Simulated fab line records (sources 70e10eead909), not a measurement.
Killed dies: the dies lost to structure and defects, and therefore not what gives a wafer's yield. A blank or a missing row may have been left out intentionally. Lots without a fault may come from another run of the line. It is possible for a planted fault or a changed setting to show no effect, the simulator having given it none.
Matching of chambers	flow nand harc	NHARC_P_M1_CMP_23 on cmp-03: 4 sister chambers
The step polishes, t overpolish 20 s, target thk 157.82 nm. 8 wafers are shown with their chamber, then 7 later ones without.

WAFERS PAIRED WITH THEIR CHAMBERS
wafer	chamber	motor current A (A)	time to endpoint s (s)
L153.3	0	11.9	28.2
L154.2	0	12.3	25.8
L154.4	1	13.4	28.0
L171.1	3	9.5	23.6
L171.2	1	14.0	30.6
L171.4	2	12.4	29.6
L174.2	3	10.3	21.6
L174.4	2	12.8	27.0

WAFERS MISSING THEIR CHAMBER
wafer	motor current A (A)	time to endpoint s (s)
L174.5	12.6	27.7
L175.4	10.3	26.6
L175.5	11.8	32.3
L175.6	13.2	29.9
L176.2	11.8	27.2
L176.3	10.3	23.6
L176.4	13.6	30.1

WHICH CHAMBER EACH WENT THROUGH
wafer	from the rows above	in truth
L174.5	can't be placed: 2 or 0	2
L175.4	can't be placed: 3 or 0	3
L175.5	can't be placed: 2 or 0 or 1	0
L175.6	can't be placed: 1 or 2 or 0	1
L176.2	can't be placed: 0 or 2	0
L176.3	3	3
L176.4	1	1
Placed correctly: 2 of 7. Not placeable from these rows: 5 (in 5, the candidates include the true chamber). Wrongly placed: 0.
How it was worked out, from the rows above alone: a wafer's distance from a chamber is the root of the sum, over the readings, of the square of ((its reading less the chamber's mean) divided by the reading's scatter). If the next closest chamber is less than 2 further off than the closest, the wafer can't be placed; otherwise it belongs to the closest. A chamber's mean is the mean of its shown wafers. How the scatter is found: for the shown wafers, subtract from each reading the mean of its chamber, square and add these, divide the total by (wafers less chambers), then take the root.
